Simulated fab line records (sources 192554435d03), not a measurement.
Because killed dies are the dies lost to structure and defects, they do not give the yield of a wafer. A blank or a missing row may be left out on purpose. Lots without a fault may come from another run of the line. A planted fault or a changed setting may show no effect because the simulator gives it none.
Split-lot study || flow n5_finfet || 21 wafers read from 7 lots, route of 1938 steps

THE SPLIT ITSELF
At N5_BEOL_M13_EXPOSE_07 (exposes mask V12), the setting dose_mj was moved away from the recipe's 24.8 on 5 of the 21 wafers read, by -6.5% to +7.3%. All remaining wafers had this setting at the recipe value.

FROM THE SPLIT TO THE READING: what the file shows between them, 9 steps
- N5_BEOL_M13_PEB_08: peb time 90 s
- N5_BEOL_M13_DEVELOP_09: develop time 45 s
- N5_BEOL_M13_HARDBAKE_14: time 120 s
- N5_BEOL_M13_CD_MEAS_10: target cd 190 nm
- N5_BEOL_M13_ETCH_59: etches BARC in N2/H2, target depth 89 nm, overetch 26.7 nm, time 67.9 s (also split here: time_s)
- N5_BEOL_M13_VIA_ETCH_16: etches SiOC in C4F8/O2/Ar, target depth 921.7 nm
- N5_BEOL_M13_STRIP_63: strips in N2/H2
- N5_BEOL_M13_STRIP_71: strips in post etch residue remover, time 60 s
- N5_BEOL_M13_SRD_72: time 30 s, dry time 30 s

THE READING
Shown in nm: cd_nm at N5_BEOL_M13_CD_MEAS_17, with target cd 190 nm. Typical for fault-free wafers on this fab line: 190.0 nm, with standard deviation 1.7 nm.

{"wafer": "L075.1", "tool, chamber at the split": "krf_scanner-02, 0", "dose_mj as run": 24.8, "against the recipe": "recipe", "cd_nm, nm": 190.4, "against lot-mates on the recipe": "-"}
{"wafer": "L075.4", "tool, chamber at the split": "krf_scanner-02, 0", "dose_mj as run": 24.8, "against the recipe": "recipe", "cd_nm, nm": 190.3, "against lot-mates on the recipe": "-"}
{"wafer": "L075.6", "tool, chamber at the split": "krf_scanner-02, 0", "dose_mj as run": 24.8, "against the recipe": "recipe", "cd_nm, nm": 188.5, "against lot-mates on the recipe": "-"}
{"wafer": "L077.2", "tool, chamber at the split": "krf_scanner-01, 0", "dose_mj as run": 26.22, "against the recipe": "+5.7%", "cd_nm, nm": 196.8, "against lot-mates on the recipe": "+2.9"}
{"wafer": "L077.3", "tool, chamber at the split": "krf_scanner-01, 0", "dose_mj as run": 24.8, "against the recipe": "recipe", "cd_nm, nm": 193.6, "against lot-mates on the recipe": "-"}
{"wafer": "L077.4", "tool, chamber at the split": "krf_scanner-01, 0", "dose_mj as run": 24.8, "against the recipe": "recipe", "cd_nm, nm": 194.3, "against lot-mates on the recipe": "-"}
{"wafer": "L076.1", "tool, chamber at the split": "krf_scanner-01, 0", "dose_mj as run": 24.8, "against the recipe": "recipe", "cd_nm, nm": 191.4, "against lot-mates on the recipe": "-"}
{"wafer": "L076.4", "tool, chamber at the split": "krf_scanner-01, 0", "dose_mj as run": 24.8, "against the recipe": "recipe", "cd_nm, nm": 188.4, "against lot-mates on the recipe": "-"}
{"wafer": "L076.6", "tool, chamber at the split": "krf_scanner-01, 0", "dose_mj as run": 26.61, "against the recipe": "+7.3%", "cd_nm, nm": 197.4, "against lot-mates on the recipe": "+7.5"}
{"wafer": "L078.1", "tool, chamber at the split": "krf_scanner-01, 0", "dose_mj as run": 24.8, "against the recipe": "recipe", "cd_nm, nm": 186.2, "against lot-mates on the recipe": "-"}
{"wafer": "L078.4", "tool, chamber at the split": "krf_scanner-01, 0", "dose_mj as run": 24.8, "against the recipe": "recipe", "cd_nm, nm": 186.5, "against lot-mates on the recipe": "-"}
{"wafer": "L078.6", "tool, chamber at the split": "krf_scanner-01, 0", "dose_mj as run": 24.8, "against the recipe": "recipe", "cd_nm, nm": 189.5, "against lot-mates on the recipe": "-"}
{"wafer": "L080.1", "tool, chamber at the split": "krf_scanner-02, 0", "dose_mj as run": 24.8, "against the recipe": "recipe", "cd_nm, nm": 191.3, "against lot-mates on the recipe": "-"}
{"wafer": "L080.4", "tool, chamber at the split": "krf_scanner-02, 0", "dose_mj as run": 24.8, "against the recipe": "recipe", "cd_nm, nm": 188.2, "against lot-mates on the recipe": "-"}
{"wafer": "L080.6", "tool, chamber at the split": "krf_scanner-02, 0", "dose_mj as run": 23.2, "against the recipe": "-6.5%", "cd_nm, nm": 180.5, "against lot-mates on the recipe": -9.2}
{"wafer": "L079.1", "tool, chamber at the split": "krf_scanner-02, 0", "dose_mj as run": 24.8, "against the recipe": "recipe", "cd_nm, nm": 188.2, "against lot-mates on the recipe": "-"}
{"wafer": "L079.3", "tool, chamber at the split": "krf_scanner-02, 0", "dose_mj as run": 24.8, "against the recipe": "recipe", "cd_nm, nm": 192.5, "against lot-mates on the recipe": "-"}
{"wafer": "L079.4", "tool, chamber at the split": "krf_scanner-02, 0", "dose_mj as run": 25.35, "against the recipe": "+2.2%", "cd_nm, nm": 193.0, "against lot-mates on the recipe": "+2.7"}
{"wafer": "L094.4", "tool, chamber at the split": "krf_scanner-01, 0", "dose_mj as run": 24.8, "against the recipe": "recipe", "cd_nm, nm": 189.4, "against lot-mates on the recipe": "-"}
{"wafer": "L094.5", "tool, chamber at the split": "krf_scanner-01, 0", "dose_mj as run": 24.8, "against the recipe": "recipe", "cd_nm, nm": 187.1, "against lot-mates on the recipe": "-"}
{"wafer": "L094.6", "tool, chamber at the split": "krf_scanner-01, 0", "dose_mj as run": 23.85, "against the recipe": "-3.8%", "cd_nm, nm": 183.5, "against lot-mates on the recipe": -4.8}

FIT RESULTS
A straight line over all 21 wafers: cd_nm changes by +1.28 nm for each +1% of dose_mj; r = +0.85; the points scatter about the line by 2.2 nm.
The same after taking each lot's own level away (the mean of its wafers on the recipe; 21 wafers): +1.06 nm for each +1%; r = +0.89; scatter 1.5 nm.
On that fit, the largest move of dose_mj shifts the reading by 7.7 nm.
Across the lots, their own levels run from 187.40 to 193.95 nm, a range of 3.9 times the standard deviation given above.
In other words, the slope is changed by the lot-to-lot level; the two fits disagree.
Check: with one of the wafers moved furthest among these (+7.3%) left out of the fit, the line predicts +7.41 nm for it against its lot-mates. It came out at +7.5 nm against them.

OTHER SPLITS APPLIED TO THESE WAFERS
Other splits were also applied to these wafers ahead of the reading. Each is held against what the fit with the lots' levels taken away leaves over:
{"other split on the same wafers": "N5_BEOL_M12_ILD_DEP_00 time_s", "wafers away from the commonest value": 4, "r with cd_nm (lot level and that fit taken away)": "+0.38"}
{"other split on the same wafers": "N5_BEOL_M12_COAT_04 spin_rpm", "wafers away from the commonest value": 6, "r with cd_nm (lot level and that fit taken away)": -0.02}
{"other split on the same wafers": "N5_BEOL_M13_ETCH_59 time_s", "wafers away from the commonest value": 9, "r with cd_nm (lot level and that fit taken away)": "+0.19"}

THE WHOLE CHAIN: every reading that the file lists as answering this split, in the file's order
{"step": "N5_BEOL_M13_CD_MEAS_10", "what it does": "target cd 190 nm", "reading": "cd_nm", "change (the file's fit)": "+1.04 nm for each +1% of the setting", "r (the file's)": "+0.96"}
{"step": "N5_BEOL_M13_CD_MEAS_17", "what it does": "target cd 190 nm", "reading": "cd_nm", "change (the file's fit)": "+1.05 nm for each +1% of the setting", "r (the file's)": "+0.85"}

FILE'S OWN FIT
cd_nm changes by +1.05 nm for each +1% of dose_mj, r = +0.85.
